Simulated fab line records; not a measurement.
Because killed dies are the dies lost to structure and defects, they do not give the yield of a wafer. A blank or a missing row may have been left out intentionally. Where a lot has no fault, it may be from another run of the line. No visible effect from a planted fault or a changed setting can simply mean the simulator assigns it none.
fab line records | flow nand-harc
record: lots: 13 wafers: 39 last-day: 25
route steps=1159 shown A_SGD_CUT@759 END@1159
lots that met no fault: taken from a fault-free run of the same line
start-h: hours from the record's first day to the start of the lot's first wafer shown | wait-h: hours from the lot's prior step to this one | " same as the row above | L1.1+2: several wafers, shown together as one row | - no value, or no start given | * or withheld: withheld | < > ~ a bound
route shown NAME@n: NAME is a module with steps in the file, n the number in the route of the first one | usual: mean and standard deviation over wafers with no fault | same: alike in all rows | chamber/n: place in a boat | sites: per-site readings | _std_site: the values' standard deviation | _edge_site: the outer-site mean with the inner-site mean subtracted | radius-mm: for every site, how far away it sits from the centre of the wafer | mask NAME#n: copy n | behind: the last tool/chamber to shape the wafer | hold: cause of the lot's hold/its duration in hours/its outcome | device: which transistor (n, p or np) failed to switch | end of line: tests run on the same wafers once the route is complete | where a step has no rows: the recipe by itself | killed: at the first sort, the dies lost to defects and structure; wafer yield is something else | map: a wafer's dies, marking killed ones x, the rest . and places with no die _
set.NAME: setting as actually run; set.NAME@STEP: the setting as run at that earlier step | model.NAME: the simulator's own value behind a step, which no gauge read
a sample of lots followed through the steps of the route, with each step as a table and each wafer as a row
services: from which hour (start-h, from the record's first day; less than 0 if before it) a tool's chamber was out of use, for how many hours, and why
== steps ==
step: NHARC_A_SGD_CUT_OVL_MEAS_10
usual: overlay-x-nm: -0.1/0.75 overlay-y-nm: -0.2/0.99
columns lot.wafer tool chamber start-h wait-h overlay-x-nm overlay-y-nm
L473.3 overlay-02 - 310.93 - 0.3 -1.2
L473.5 " - " " 0.6 -0.6
L473.6 " - " " 1.4 -0.2
L475.2 overlay-02 - 316.14 - -0.3 -0.1
L475.3 " - " " -0.5 0.1
L475.4 " - " " -0.2 0.1
L474.1 overlay-02 - 320.68 - -0.5 1.0
L474.2 " - " " -0.1 0.7
L474.5 " - " " -0.2 0.9
L477.1 overlay-01 - 320.98 - 0.5 1.0
L477.5 " - " " 0.6 0.4
L477.6 " - " " 1.1 1.3
L478.1 overlay-01 - 351.21 - -0.3 0.8
L478.2 " - " " -0.3 1.1
L478.3 " - " " -0.5 0.9
L481.2 overlay-01 - 362.26 - 1.4 -1.7
L481.4 " - " " 1.1 -1.0
L481.6 " - " " 1.6 -1.5
L482.1 overlay-01 - 363.69 - 0.1 -0.2
L482.4 " - " " 0.7 -0.7
L482.5 " - " " 1.0 0.1
L480.1 overlay-01 - 364.19 - -0.3 -0.8
L480.3 " - " " 0.0 -0.4
L480.6 " - " " -0.3 -0.6
L484.1 overlay-01 - 385.72 - -0.5 -1.0
L484.3 " - " " -0.1 -1.8
L484.5 " - " " -0.1 -1.3
L487.2 overlay-02 - 386.71 - -0.6 -0.1
L487.3 " - " " -0.6 -0.8
L487.6 " - " " -1.4 -0.7
L486.1 overlay-02 - 397.55 - -0.2 0.7
L486.3 " - " " 0.3 0.5
L486.5 " - " " -0.2 0.3
L491.3 overlay-01 - 436.81 - -1.1 0.9
L491.4 " - " " -1.1 0.8
L491.5 " - " " -0.7 1.2
L495.2 overlay-02 - 458.71 - -1.0 -1.7
L495.3 " - " " -1.1 -1.3
L495.6 " - " " -0.7 -1.4
step: NHARC_A_SGD_CUT_DESCUM_14
recipe: time-s: 3 o2-flow-sccm: 200 ar-flow-sccm: 0 bias-power-w: 0 chemistry: O2
usual: drypump-motor-current-A: 5.7/0.4 oes-product-au: 1.000/0.013 rf-vpp-V: 57.7/0.95 showerhead-plenum-p-Torr: 1.90/0.098 throttle-valve-pct: 11.311/0.0093
columns lot.wafer tool chamber start-h wait-h drypump-motor-current-A oes-product-au rf-hours-counter-h rf-vpp-V showerhead-plenum-p-Torr throttle-valve-pct
L473.3 rie-diel-09 1 311.06 0.1 6.3 0.997 5 57.9 1.95 11.317
L473.5 " 2 " " 5.6 1.017 - 58.6 1.92 11.306
L473.6 " 3 " " 5.8 0.998 - 58.6 1.82 11.320
L475.4 rie-diel-04 2 316.25 0.1 5.7 1.001 1 59.2 2.06 11.317
L475.3 " 3 " " 5.8 0.995 1 57.8 1.80 11.318
L475.2 " 0 " " 5.8 0.981 1 57.9 1.88 11.305
L474.2 rie-diel-06 0 320.78 0.1 5.0 1.002 8 58.9 1.80 11.295
L474.1 " 2 " " 6.5 1.008 8 56.5 1.80 11.313
L474.5 " 0 " " 5.0 0.993 - 55.0 1.80 11.315
L477.1 rie-diel-04 0 321.09 0.1 5.8 0.998 2 57.5 1.88 11.293
L477.5 " 2 " " 5.7 1.000 - 59.8 2.06 11.316
L477.6 " 3 " " 5.8 1.004 - 57.6 1.80 11.313
L478.2 rie-diel-06 3 351.31 0.1 5.2 0.993 9 58.3 2.00 11.326
L478.3 " 1 " " 5.7 1.005 11 58.3 1.96 11.317
L478.1 " 2 " " 6.5 1.020 10 55.1 1.79 11.322
L481.2 rie-diel-06 0 362.37 0.1 5.0 1.012 11 58.4 1.80 11.317
L481.4 " 1 " " 5.6 0.993 11 58.9 1.96 11.299
L481.6 " 3 " " 5.2 0.997 - 58.1 2.00 11.306
L482.1 rie-diel-09 1 363.80 0.1 6.3 1.011 10 58.7 1.95 11.322
L482.4 " 2 " " 5.6 1.021 9 57.7 1.92 11.297
L482.5 " 0 " " 5.4 0.968 - 57.2 2.01 11.315
L480.3 rie-diel-06 0 364.29 0.1 5.0 0.994 12 57.0 1.80 11.311
L480.1 " 1 " " 5.7 0.997 12 56.5 1.96 11.303
L480.6 " 0 " " 5.0 0.999 - 56.8 1.80 11.317
L484.3 rie-diel-04 3 385.83 0.1 5.8 1.013 6 57.7 1.80 11.315
L484.1 " 1 " " 5.9 1.020 6 56.6 1.82 11.296
L484.5 " 2 " " 5.7 0.981 - 57.7 2.06 11.312
L487.3 rie-diel-06 2 386.80 0.1 6.5 1.018 13 57.1 1.79 11.320
L487.2 " 0 " " 5.0 0.994 14 58.5 1.80 11.292
L487.6 " 2 " " 6.5 1.015 - 57.3 1.79 11.322
L486.3 rie-diel-04 1 397.65 0.1 5.9 1.021 6 58.1 1.82 11.301
L486.1 " 2 " " 5.7 0.991 7 58.2 2.06 11.309
L486.5 " 1 " " 5.9 1.012 - 57.1 1.82 11.303
L491.4 rie-diel-04 0 436.91 0.1 5.9 1.004 10 58.3 1.88 11.312
L491.3 " 2 " " 5.7 0.997 10 59.2 2.06 11.315
L491.5 " 1 " " 5.9 1.036 - 57.1 1.82 11.317
L495.3 rie-diel-06 3 458.81 0.1 5.2 1.009 3 58.4 1.99 11.309
L495.2 " 1 " " 5.7 0.990 3 58.6 1.96 11.315
L495.6 " 0 " " 5.0 0.998 - 56.6 1.80 11.307
step: NHARC_A_SGD_CUT_ETCH_16
recipe: target-depth-a: 3105 time-s: 155.2 c4f8-flow-sccm: withheld o2-flow-sccm: 8 ar-flow-sccm: withheld rf-w: 600 bias-w: 800 chemistry: C4F8/O2/Ar
usual: oes-product-au: 0.975/0.021 rf-vpp-V: 722/4.9 run-length-s: 176.73/0.27
columns lot.wafer tool chamber start-h wait-h oes-product-au rf-hours-counter-h rf-vpp-V run-length-s
L473.3 rie-diel-09 3 312.11 - 0.918 5 719 176.45
L473.6 " 2 " " 0.938 - 724 176.80
L473.5 " 3 " " 0.918 - 718 176.53
L475.3 rie-diel-04 3 316.81 - 0.977 2 718 176.67
L475.2 " 0 " " 0.980 1 722 177.13
L475.4 " 1 " " 0.999 1 718 176.82
L474.2 rie-diel-06 1 321.35 - 0.979 8 727 177.00
L474.1 " 2 " " 0.997 8 718 176.28
L474.5 " 1 " " 0.969 - 725 176.59
L477.1 rie-diel-04 1 321.84 - 1.015 3 718 176.73
L477.6 " 1 " " 1.011 - 719 176.85
L477.5 " 2 " " 0.959 - 732 176.63
L478.2 rie-diel-06 3 351.93 - 0.961 9 727 176.29
L478.1 " 1 " " 0.978 11 726 177.14
L478.3 " 2 " " 0.990 11 717 176.39
L481.2 rie-diel-06 1 362.93 - 0.980 12 727 176.57
L481.4 " 0 " " 0.981 12 718 176.93
L481.6 " 2 " " 0.983 - 716 176.45
L482.1 rie-diel-09 0 364.37 - 0.928 11 728 176.83
L482.4 " 1 " " 0.955 10 725 176.73
L482.5 " 0 " " 0.923 - 728 176.81
L480.1 rie-diel-06 1 364.87 - 0.965 12 724 176.63
L480.3 " 3 " " 0.986 10 727 176.44
L480.6 " 1 " " 0.962 - 725 176.90
L484.3 rie-diel-04 0 386.41 - 0.985 6 721 176.85
L484.1 " 1 " " 1.010 6 718 176.94
L484.5 " 2 " " 0.962 - 732 176.64
L487.3 rie-diel-06 3 387.39 - 0.965 12 726 176.71
L487.2 " 1 " " 0.975 14 725 176.70
L487.6 " 2 " " 0.988 - 716 176.80
L486.3 rie-diel-04 0 398.22 - 0.957 6 721 176.70
L486.1 " 3 " " 0.975 7 718 176.59
L486.5 " 0 " " 0.943 - 723 176.98
L491.4 rie-diel-04 2 437.49 - 0.980 10 729 176.65
L491.3 " 0 " " 0.960 10 721 68.02
L491.5 " 2 " " 0.981 - 730 176.69
L495.3 rie-diel-06 0 459.38 - 0.978 3 716 176.41
L495.2 " 2 " " 0.989 3 717 176.34
L495.6 " 1 " " 0.985 - 725 176.87
step: NHARC_END_SORT_01
recipe: temp-c: 25
usual: killed-at-array: 27/10 killed-at-other: 0.6/0.96 killed-at-periphery: 3.4/2.7 killed-dies: 31/10 killed-open: 2.9/1.8 killed-short: 1.8/1.4
same: gross-dies: 677
columns lot.wafer tool chamber start-h wait-h killed-at-array killed-at-other killed-at-periphery killed-dies killed-open killed-short
L480.3 prober-01 0 494.40 3.1 14 0 12 26 1 5
L482.1 prober-02 0 492.79 2.5 15 2 2 19 2 3
L482.4 prober-02 0 495.20 3.4 18 0 2 20 1 2
L482.5 prober-02 0 496.00 3.7 15 2 0 17 1 0
L481.2 prober-02 0 502.08 2.8 45 0 1 46 6 1
L481.4 prober-02 0 503.67 3.4 42 1 3 46 2 1
L484.1 prober-01 0 509.55 2.5 21 3 2 26 3 2
L487.2 prober-02 0 510.37 2.8 35 0 1 36 3 0
L487.3 prober-02 0 511.16 3.1 34 0 1 35 2 0
L486.1 prober-01 0 531.39 2.5 35 2 2 39 3 1
L486.3 prober-01 0 532.99 3.1 26 0 4 30 5 1
L486.5 prober-01 0 534.58 3.7 18 1 3 22 3 1
L491.3 prober-02 0 572.99 3.1 673 0 4 677 4 2
L491.4 prober-02 0 573.78 3.4 28 0 0 28 1 0
L491.5 prober-02 0 574.58 3.7 37 1 2 40 1 4
killed by level:class
L482.1 A_CHANNEL_HOLE_D1:chamber-film-flake=6 A_STAIRCASE:chamber-film-flake=3 A_CHANNEL_FILL_D1:geometric-particle:short=2 A_BLC:chamber-film-flake=2 P_GATE:geometric-particle:open=1 P_M1:geometric-particle:open=1 STARTING-WAFER:geometric-particle:short=1 A_ZERO_WELL:chamber-film-flake=1
L480.3 P_ZERO_WELL:chamber-film-flake=7 P_M1:chamber-film-flake=3 A_CHANNEL_HOLE_D1:chamber-film-flake=3 A_SGD_CUT:geometric-particle:short=2 A_SLIT:chamber-film-flake=2 P_CONTACT:geometric-particle:short=1 A_CHANNEL_FILL_D1:geometric-particle:short=1 A_WL_FILL:geometric-particle:short=1
L482.4 A_STAIRCASE:chamber-film-flake=7 A_CHANNEL_HOLE_D1:chamber-film-flake=5 A_BLC:chamber-film-flake=3 P_GATE:geometric-particle:short=2 A_WL_FILL:geometric-particle:open=1 A_ZERO_WELL:chamber-film-flake=1 A_CONTACT:chamber-film-flake=1
L482.5 A_STAIRCASE:chamber-film-flake=6 A_CHANNEL_HOLE_D1:chamber-film-flake=4 A_BLC:chamber-film-flake=3 THIN_TSV:chamber-film-flake=2 A_WL_FILL:geometric-particle:open=1 A_WL_FILL:chamber-film-flake=1
L481.2 A_CHANNEL_HOLE_D1:chamber-film-flake=22 A_SLIT:chamber-film-flake=8 A_STAIRCASE:chamber-film-flake=6 A_CONTACT:chamber-film-flake=3 P_M1:geometric-particle:open=1 A_SOURCE_PLATE:geometric-particle:open=1 A_ONON_D1:geometric-particle:open=1 A_CHANNEL_HOLE_D1:geometric-particle:open=1
L481.4 A_CHANNEL_HOLE_D1:chamber-film-flake=21 A_SLIT:chamber-film-flake=16 A_STAIRCASE:chamber-film-flake=2 A_CONTACT:chamber-film-flake=2 P_CONTACT:geometric-particle:open=1 P_M0:geometric-particle:open=1 A_ONON_D1:geometric-particle:short=1 P_M1:chamber-film-flake=1
L484.1 A_CHANNEL_HOLE_D1:chamber-film-flake=7 A_ZERO_WELL:chamber-film-flake=4 A_STAIRCASE:chamber-film-flake=3 THIN_TSV:chamber-film-flake=3 A_WL_FILL:chamber-film-flake=2 A_ONON_D1:geometric-particle:short=1 A_CHANNEL_FILL_D1:geometric-particle:open=1 A_WL_FILL:geometric-particle:open=1
L487.2 A_SLIT:chamber-film-flake=16 A_CHANNEL_HOLE_D1:chamber-film-flake=8 A_CONTACT:chamber-film-flake=7 A_STAIRCASE:chamber-film-flake=2 P_M2:geometric-particle:open=1 A_CHANNEL_HOLE_D1:geometric-particle:open=1 A_M1:geometric-particle:open=1
L487.3 A_SLIT:chamber-film-flake=14 A_CHANNEL_HOLE_D1:chamber-film-flake=13 A_STAIRCASE:chamber-film-flake=2 A_CONTACT:chamber-film-flake=2 P_M0:geometric-particle:open=1 A_CHANNEL_FILL_D1:geometric-particle:open=1 A_ZERO_WELL:chamber-film-flake=1 A_BLC:chamber-film-flake=1
L486.1 A_CHANNEL_HOLE_D1:chamber-film-flake=26 A_CONTACT:chamber-film-flake=3 A_CONTACT:geometric-particle:open=2 THIN_TSV:chamber-film-flake=2 P_M1:geometric-particle:short=1 A_CHANNEL_HOLE_D1:geometric-particle:open=1 P_ZERO_WELL:chamber-film-flake=1 A_ZERO_WELL:chamber-film-flake=1
L486.3 A_CHANNEL_HOLE_D1:chamber-film-flake=16 A_STAIRCASE:chamber-film-flake=3 A_CONTACT:chamber-film-flake=3 P_CONTACT:geometric-particle:open=1 P_M1:geometric-particle:open=1 P_M2:geometric-particle:short=1 A_CHANNEL_FILL_D1:geometric-particle:open=1 A_CONTACT:geometric-particle:open=1
L486.5 A_CHANNEL_HOLE_D1:chamber-film-flake=11 A_CONTACT:chamber-film-flake=2 A_CHANNEL_FILL_D1:chamber-film-flake=1 P_M0:geometric-particle:open=1 A_SOURCE_PLATE:geometric-particle:open=1 A_CHANNEL_FILL_D1:geometric-particle:open=1 A_CONTACT:geometric-particle:short=1 P_ZERO_WELL:chamber-film-flake=1
L491.3 A_SGD_CUT:area-etch=638 A_CHANNEL_HOLE_D1:chamber-film-flake=21 A_SGD_CUT:chamber-film-flake=4 A_CONTACT:chamber-film-flake=3 P_CONTACT:geometric-particle:open=2 A_WL_FILL:chamber-film-flake=2 P_M0:geometric-particle:short=1 A_ONON_D1:geometric-particle:open=1
L491.4 A_CHANNEL_HOLE_D1:chamber-film-flake=16 A_CONTACT:chamber-film-flake=4 A_SGD_CUT:chamber-film-flake=3 A_SLIT:chamber-film-flake=2 A_WL_FILL:chamber-film-flake=2 A_CHANNEL_HOLE_D1:geometric-particle:open=1
L491.5 A_CHANNEL_HOLE_D1:chamber-film-flake=22 A_CONTACT:chamber-film-flake=6 A_WL_FILL:chamber-film-flake=4 A_SGD_CUT:chamber-film-flake=2 P_CONTACT:geometric-particle:open=1 P_M0:geometric-particle:short=1 A_CHANNEL_FILL_D1:geometric-particle:short=1 A_CONTACT:geometric-particle:short=1
== services ==
columns tool chamber start-h hours kind
rie-diel-04 - 288.90 9.0 pm
rie-diel-06 0 299.20 - clean
rie-diel-06 1 299.20 - clean
rie-diel-06 2 299.20 - clean
rie-diel-06 3 299.20 - clean
rie-diel-09 - 302.44 0.8 repair
rie-diel-06 0 323.78 - clean
rie-diel-06 1 323.78 - clean
rie-diel-06 2 323.78 - clean
rie-diel-06 3 323.78 - clean
rie-diel-04 - 345.11 3.8 repair
rie-diel-06 0 348.28 - clean
rie-diel-06 1 348.28 - clean
rie-diel-06 2 348.28 - clean
rie-diel-06 3 348.28 - clean
rie-diel-06 0 372.79 - clean
rie-diel-09 - 376.93 1.6 repair
rie-diel-09 1 387.03 26.8 repair
rie-diel-09 0 394.11 5.0 repair
rie-diel-09 2 396.33 6.0 repair
rie-diel-04 1 415.73 2.4 repair
rie-diel-09 2 416.30 11.9 repair
rie-diel-06 - 418.20 9.0 pm
rie-diel-09 - 431.44 9.0 pm
== key ==
first-sign: step: NHARC_A_SGD_CUT_ETCH_16 reading: run-length-s direction: down sigmas: 99+ usual: * struck: *
effect: step: NHARC_END_SORT_01 reading: killed-dies direction: up sigmas: 65 usual: 31 struck: 677
more-kills-born-at: NHARC_A_SGD_CUT_ETCH_16@rie-diel-04: 638
met-at NHARC_A_SGD_CUT_ETCH_16
struck-lots L491
struck-wafers L491.3
later-rows-left-out L491.3
tester-left-out L491
not-acting-at NHARC_A_SGD_CUT_OVL_MEAS_10,NHARC_A_SGD_CUT_DESCUM_14
onset-between 398.22 437.49
fault: kind: process-parameter-drift tool: rie-diel-04 chamber: 0 onset-h: 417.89 steps: NHARC_A_SGD_CUT_ETCH_16 channel: time-s offset: * shape: step end-h: 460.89 acts-in: * stated: *
tester-left-out: of these lots the tester's yield and bins aren't shown, on N5 and GAA mostly nor the transistor test; their killed dies are dies lost to structure and defects alone, not to doping, threshold or leakage, so they don't give the yield
later-rows-left-out: the simulator's readings of these wafers behind a module that went badly wrong aren't trusted and aren't shown, but for the sort
